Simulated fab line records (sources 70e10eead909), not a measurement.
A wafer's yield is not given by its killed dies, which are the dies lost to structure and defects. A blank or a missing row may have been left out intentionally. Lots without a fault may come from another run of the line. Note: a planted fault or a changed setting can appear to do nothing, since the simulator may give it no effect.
fab line records	flow nand-harc
record: lots: 14	wafers: 42	last-day: 34
route steps=1302 shown P_ZERO_WELL@18 P_STI@72 P_GATE@172
lots that met no fault: from a run of the same line without faults
start-h: hours from the record's first day to the start of the lot's first wafer shown	wait-h: hours elapsed since this lot's preceding step	" repeats the value in the row above	L1.1+2: a single row standing in for several wafers	- no value, or no start given	* or withheld: withheld	< > ~ a bound
route shown NAME@n: names a module that has steps shown in the file, with the first one's number in the route	usual: mean/standard deviation taken from wafers without a fault	same: alike in all rows	chamber/n: place in a boat	sites: readings site by site	_std_site: how widely they spread, as a standard deviation	_edge_site: inner sites' mean taken away from outer sites' mean	radius-mm: how far each site lies from the wafer's centre	mask NAME#n: copy n	behind: the most recent tool/chamber to have shaped the wafer	hold: the reason the lot was held/the length of the hold in hours/how it ended	device: the n, p or np transistor that did not switch	end of line: the same wafers' tests at the end of the route	for a step that has no rows: nothing shown but its recipe	killed: not the wafer's yield, but the dies lost to structure and defects at the first sort	map: per-die view of a wafer (x killed, . not killed, _ where there is no die)
set.NAME: the setting the step ran with; set.NAME@STEP: the setting that earlier step ran with	model.NAME: the simulator's own value behind a step, which no gauge read
steps of the route over a sample of lots; a table a step, a row a wafer
services: the hour from which a tool's chamber was out of use, counted from the record's first day as start-h (under 0 if before that day), plus the number of hours and why
== steps ==
step: NHARC_P_ZERO_WELL_ETCH_62
recipe: target-depth-a: 130	time-s: 6.5	chf3-flow-sccm: 50	ar-flow-sccm: 200	rf-w: 500	bias-w: 200	chemistry: CHF3/Ar
usual: drypump-motor-current-A: 5.9/0.45	oes-product-au: 0.961/0.016	rf-vpp-V: 370.1/2.3	showerhead-plenum-p-Torr: 2.32/0.099	throttle-valve-pct: 20.217/0.0085
lot.wafer	tool	chamber	start-h	wait-h	drypump-motor-current-A	oes-product-au	rf-hours-counter-h	rf-vpp-V	showerhead-plenum-p-Torr	throttle-valve-pct
L990.2	rie-diel-04	1	-	-	6.4	0.972	5	371.9	2.38	20.217
L990.3	"	3	"	"	5.7	0.957	7	369.2	2.25	20.201
L990.6	"	2	"	"	6.0	0.969	-	368.4	2.27	20.222
L994.1	rie-diel-03	0	-	-	6.2	0.957	48	366.1	2.19	20.212
L994.5	"	0	"	"	6.1	0.959	-	367.8	2.19	20.223
L994.6	"	1	"	"	5.2	0.990	-	367.4	2.19	20.202
L995.1	rie-diel-10	1	-	-	5.8	0.978	2	374.6	2.53	20.209
L995.4	"	2	"	"	6.3	0.950	2	368.4	2.29	20.219
L995.5	"	0	"	"	5.9	0.986	-	370.9	2.39	20.211
L996.2	rie-diel-10	2	-	-	6.3	0.954	5	369.6	2.29	20.225
L996.3	"	0	"	"	5.9	0.954	5	372.0	2.39	20.220
L996.4	"	1	"	"	5.8	0.953	-	375.7	2.53	20.224
L997.3	rie-diel-03	3	-	-	6.1	0.966	59	372.1	2.45	20.202
L997.2	"	0	"	"	6.2	0.936	58	366.1	2.19	20.221
L997.5	"	2	"	"	6.9	0.968	-	371.7	2.43	20.201
L998.2	rie-diel-04	1	-	-	6.4	0.961	31	370.0	2.37	20.217
L998.4	"	2	"	"	6.0	0.967	33	367.7	2.26	20.205
L998.1	"	3	"	"	5.7	0.979	36	368.6	2.24	20.225
L999.2	rie-diel-03	0	-	-	6.1	0.974	2	367.2	2.19	20.227
L999.1	"	3	"	"	6.1	0.983	3	373.4	2.45	20.217
L999.6	"	1	"	"	5.2	0.965	-	366.0	2.19	20.199
L102.3	rie-diel-04	0	-	-	5.4	0.972	42	369.9	2.32	20.215
L102.2	"	2	"	"	6.0	0.991	43	369.3	2.25	20.229
L102.1	"	3	"	"	5.7	0.956	44	369.2	2.24	20.213
L103.3	rie-diel-10	1	-	-	5.8	0.985	33	373.8	2.52	20.212
L103.2	"	2	"	"	6.4	0.979	33	369.7	2.28	20.221
L103.5	"	0	"	"	5.8	0.964	-	372.4	2.38	20.202
L104.1	rie-diel-10	2	-	-	6.3	0.977	37	368.4	2.28	20.208
L104.3	"	0	"	"	5.9	0.966	37	371.7	2.37	20.224
L104.5	"	2	"	"	6.3	0.979	-	368.3	2.28	20.232
L109.1	rie-diel-10	3	-	-	5.3	0.937	42	369.6	2.39	20.218
L109.4	"	0	"	"	5.9	0.939	58	369.5	2.37	20.214
L109.3	"	2	"	"	6.4	0.930	55	368.8	2.27	20.219
L110.2	rie-diel-04	2	-	-	6.0	0.967	13	369.4	2.25	20.213
L110.3	"	1	"	"	6.4	0.967	15	372.4	2.36	20.223
L110.6	"	2	"	"	6.0	0.965	-	370.2	2.24	20.227
L111.4	rie-diel-04	0	-	-	5.4	0.984	19	369.3	2.31	20.209
L111.6	"	3	"	"	5.7	0.963	-	367.9	2.23	20.207
L111.5	"	0	"	"	5.4	0.981	-	370.1	2.31	20.225
L112.1	rie-diel-10	3	-	-	5.4	0.944	0	371.3	2.39	20.210
L112.4	"	0	"	"	5.9	0.937	0	370.3	2.36	20.215
L112.2	"	1	"	"	5.9	0.936	0	372.2	2.51	20.207
step: NHARC_P_ZERO_WELL_CD_MEAS_24
recipe: target-cd-nm: 720	landing-energy-ev: 500
usual: cd-nm: 719.6/1.5
lot.wafer	tool	chamber	start-h	wait-h	cd-nm
L990.2	cd-sem-03	0	32.33	-	720.9
L990.3	"	0	"	"	719.3
L990.6	"	0	"	"	720.4
L994.1	cd-sem-02	0	72.56	-	717.1
L994.5	"	0	"	"	716.9
L994.6	"	0	"	"	718.2
L995.1	cd-sem-02	0	82.36	-	719.2
L995.4	"	0	"	"	720.4
L995.5	"	0	"	"	719.5
L996.2	cd-sem-01	0	92.62	-	720.0
L996.3	"	0	"	"	718.6
L996.4	"	0	"	"	719.4
L997.2	cd-sem-02	0	102.62	-	718.4
L997.3	"	0	"	"	718.9
L997.5	"	0	"	"	718.7
L998.1	cd-sem-02	0	112.45	-	722.5
L998.2	"	0	"	"	723.1
L998.4	"	0	"	"	720.7
L999.1	cd-sem-03	0	122.46	-	720.5
L999.2	"	0	"	"	721.0
L999.6	"	0	"	"	720.5
L102.1	cd-sem-01	0	152.57	-	718.6
L102.2	"	0	"	"	717.1
L102.3	"	0	"	"	719.3
L103.2	cd-sem-01	0	162.34	-	718.1
L103.3	"	0	"	"	720.4
L103.5	"	0	"	"	720.0
L104.1	cd-sem-01	0	172.58	-	719.0
L104.3	"	0	"	"	721.0
L104.5	"	0	"	"	721.2
L109.1	cd-sem-01	0	223.56	-	716.5
L109.3	"	0	"	"	719.4
L109.4	"	0	"	"	718.6
L110.2	cd-sem-01	0	232.47	-	716.7
L110.3	"	0	"	"	716.5
L110.6	"	0	"	"	716.5
L111.4	cd-sem-03	0	242.60	-	722.0
L111.5	"	0	"	"	722.9
L111.6	"	0	"	"	721.2
L112.1	cd-sem-03	0	252.86	-	718.8
L112.2	"	0	"	"	720.7
L112.4	"	0	"	"	719.3
step: NHARC_P_STI_OXIDE_29
recipe: target-thk-a: 100	temp-c: 900	ox-time-s: 1362	material: SiO2
usual: ox-temp-c: 900.0/0.42	ox-time-s: 1362/0	spike-tc-top-C: 912/3.3
lot.wafer	tool	chamber	start-h	wait-h	ox-temp-c	ox-time-s	spike-tc-top-C
L990.2	furnace-08	0	41.80	-	899.4	1362	917
L990.3	"	0	"	"	899.8	1362	916
L990.6	"	0	"	"	899.6	1362	915
L994.1	furnace-05	0	81.88	-	901.1	1362	912
L994.5	"	0	"	"	901.0	1362	909
L994.6	"	0	"	"	900.9	1362	913
L995.1	furnace-02	0	92.92	-	900.3	1362	908
L995.4	"	0	"	"	900.0	1362	908
L995.5	"	0	"	"	899.8	1362	908
L996.2	furnace-05	0	100.86	-	899.7	1362	912
L996.3	"	0	"	"	900.5	1362	912
L996.4	"	0	"	"	899.5	1362	912
L997.2	furnace-02	0	112.85	-	899.6	1362	910
L997.3	"	0	"	"	899.6	1362	909
L997.5	"	0	"	"	900.1	1362	910
L998.1	furnace-08	0	124.20	-	900.0	1362	914
L998.2	"	0	"	"	900.2	1362	916
L998.4	"	0	"	"	899.9	1362	915
L999.1	furnace-08	0	133.88	-	900.2	1362	917
L999.2	"	0	"	"	900.1	1362	915
L999.6	"	0	"	"	900.0	1362	916
L102.1	furnace-08	-	163.20	-	-	-	-
L102.2	"	-	"	"	-	-	-
L102.3	"	-	"	"	-	-	-
L103.2	furnace-08	-	172.01	-	-	-	-
L103.3	"	-	"	"	-	-	-
L103.5	"	-	"	"	-	-	-
L104.1	furnace-02	0	181.39	-	900.3	1362	911
L104.3	"	0	"	"	900.1	1362	911
L104.5	"	0	"	"	900.3	1362	909
L109.1	furnace-02	0	233.76	-	900.1	1362	911
L109.3	"	0	"	"	900.0	1362	910
L109.4	"	0	"	"	900.1	1362	909
L110.2	furnace-02	0	242.13	-	900.0	1362	911
L110.3	"	0	"	"	899.3	1362	909
L110.6	"	0	"	"	899.5	1362	909
L111.4	furnace-08	0	251.93	-	900.2	1362	917
L111.5	"	0	"	"	900.3	1362	916
L111.6	"	0	"	"	899.7	1362	917
L112.1	furnace-08	0	261.95	-	899.8	1362	915
L112.2	"	0	"	"	900.8	1362	918
L112.4	"	0	"	"	900.0	1362	916
step: NHARC_P_GATE_DESCUM_48
recipe: time-s: 3	o2-flow-sccm: 200	ar-flow-sccm: 0	bias-power-w: 0	chemistry: O2
usual: drypump-motor-current-A: 5.8/0.43	o2-flow-sccm: 200.1/0.55	oes-product-au: 1.002/0.0076	rf-vpp-V: 57.9/0.81	showerhead-plenum-p-Torr: 1.93/0.063	throttle-valve-pct: 11.312/0.0089
lot.wafer	tool	chamber	start-h	wait-h	drypump-motor-current-A	o2-flow-sccm	oes-product-au	rf-hours-counter-h	rf-vpp-V	showerhead-plenum-p-Torr	throttle-valve-pct
L990.2	rie-diel-01	2	117.50	-	5.4	198.8	0.991	2.5	58.8	1.90	11.294
L990.3	"	1	"	"	6.0	199.8	1.010	2.5	57.7	1.94	11.315
L990.6	"	2	"	"	5.4	199.5	0.993	-	57.1	1.90	11.320
L994.1	rie-diel-07	1	154.85	-	6.5	199.9	0.998	1.3	57.7	1.86	11.314
L994.5	"	2	"	"	5.7	199.9	1.006	-	58.0	2.04	11.310
L994.6	"	3	"	"	5.4	200.4	0.997	-	59.3	1.94	11.303
L995.4	rie-diel-07	0	171.21	-	5.4	199.9	1.001	1.2	57.6	1.83	11.297
L995.1	"	1	"	"	6.4	199.5	1.004	2.0	57.9	1.86	11.321
L995.5	"	1	"	"	6.4	200.0	0.995	-	57.3	1.86	11.318
L996.3	rie-diel-01	3	176.40	-	6.3	200.7	1.004	5.8	57.4	1.97	11.310
L996.4	"	0	"	"	5.5	199.9	1.000	4.4	56.8	1.94	11.333
L996.2	"	2	"	"	5.4	199.7	1.001	7.3	57.0	1.90	11.315
L997.2	rie-diel-13	0	195.16	-	5.8	200.1	0.999	0.7	56.7	1.80	11.322
L997.3	"	2	"	"	5.5	198.9	1.007	0.7	57.9	1.87	11.300
L997.5	"	3	"	"	6.0	200.1	0.996	-	59.1	2.00	11.301
L998.2	rie-diel-07	1	199.91	-	6.5	200.4	1.001	4.3	58.0	1.86	11.312
L998.1	"	0	"	"	5.5	200.9	0.991	3.1	58.2	1.83	11.310
L998.4	"	3	"	"	5.4	199.0	1.013	-	57.9	1.94	11.306
L999.2	rie-diel-07	2	206.35	-	5.7	200.1	1.013	4.6	58.0	2.04	11.301
L999.1	"	3	"	"	5.4	200.9	1.003	4.5	59.2	1.94	11.318
L999.6	"	2	"	"	5.7	201.0	1.014	-	58.2	2.04	11.307
L104.3	rie-diel-01	0	255.13	-	5.5	199.4	0.997	2.7	58.7	1.94	11.307
L104.1	"	2	"	"	5.4	200.3	0.992	1.9	58.0	1.89	11.315
L104.5	"	3	"	"	6.3	200.3	0.998	-	59.2	1.97	11.305
L109.1	rie-diel-01	2	307.63	-	5.4	200.1	0.997	4.7	58.4	1.89	11.317
L109.3	"	0	"	"	5.5	200.5	1.001	5.5	57.7	1.94	11.333
L109.4	"	1	"	"	6.0	198.9	1.012	4.3	58.4	1.93	11.297
L110.3	rie-diel-13	1	313.73	-	6.8	199.9	1.006	5.1	57.6	1.98	11.303
L110.2	"	3	"	"	6.0	200.2	0.991	5.1	59.4	2.00	11.295
L110.6	"	0	"	"	5.8	200.1	1.001	-	56.6	1.80	11.333
L111.4	rie-diel-07	3	330.18	-	5.4	199.4	1.006	1.5	57.4	1.94	11.297
L111.6	"	3	"	"	5.4	200.1	1.001	-	58.5	1.94	11.323
L111.5	"	0	"	"	5.4	201.3	0.996	-	57.7	1.83	11.316
L112.4	rie-diel-01	1	344.56	-	6.0	200.4	1.006	7.5	57.8	1.93	11.313
L112.1	"	3	"	"	6.3	201.1	1.004	8.4	57.9	1.97	11.318
L112.2	"	0	"	"	5.5	199.2	1.009	7.2	55.9	1.94	11.320
== services ==
tool	chamber	start-h	hours	kind
rie-diel-01	-	26.80	9.0	pm
rie-diel-10	-	28.83	1.0	repair
furnace-08	-	33.55	1.6	repair
rie-diel-10	3	59.14	19.2	repair
rie-diel-10	-	65.50	9.0	pm
rie-diel-10	3	86.91	19.8	repair
rie-diel-01	0	105.87	6.0	repair
rie-diel-07	0	108.30	6.7	repair
rie-diel-01	-	108.52	0.1	repair
rie-diel-07	-	117.20	9.0	pm
rie-diel-10	-	148.78	1.0	repair
rie-diel-01	0	151.15	4.3	repair
rie-diel-04	-	178.03	9.0	pm
rie-diel-07	2	199.57	6.0	repair
rie-diel-01	-	203.80	9.0	pm
rie-diel-10	0	223.34	2.7	repair
rie-diel-10	-	242.52	9.0	pm
rie-diel-07	1	246.61	10.3	repair
rie-diel-04	0	247.88	22.6	repair
rie-diel-07	0	269.96	5.8	repair
rie-diel-07	3	278.54	36.4	repair
rie-diel-04	0	278.73	4.4	repair
rie-diel-07	-	294.20	9.0	pm
rie-diel-10	0	318.55	4.5	repair
== key ==
first-sign: step: NHARC_P_STI_OXIDE_29	reading: tool-record	direction: missing
effect none on later readings
met-at NHARC_P_STI_OXIDE_29
struck-lots L102,L103
later-rows-left-out L102.1,L102.2,L102.3,L103.2,L103.3,L103.5
sort-left-out L102.1,L102.2,L102.3,L103.2,L103.3,L103.5
tester-left-out L102,L103
not-acting-at NHARC_P_ZERO_WELL_ETCH_62,NHARC_P_ZERO_WELL_CD_MEAS_24,NHARC_P_GATE_DESCUM_48
onset-between 133.88 163.20
fault: kind: skipped-step-whole	tool: furnace-08	chamber: -	onset-h: 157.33	steps: NHARC_P_STI_OXIDE_29	scope: struck-lots-only
tester-left-out: of these lots the tester's yield and bins aren't shown, on N5 and GAA mostly nor the transistor test; their killed dies are dies lost to structure and defects alone, not to doping, threshold or leakage, so they don't give the yield
sort-left-out: the simulated sort isn't trusted on such a fault, so these wafers' sort isn't shown, and their yield isn't known
later-rows-left-out: the simulator's readings of these wafers behind a module that went badly wrong aren't trusted and aren't shown, but for the sort
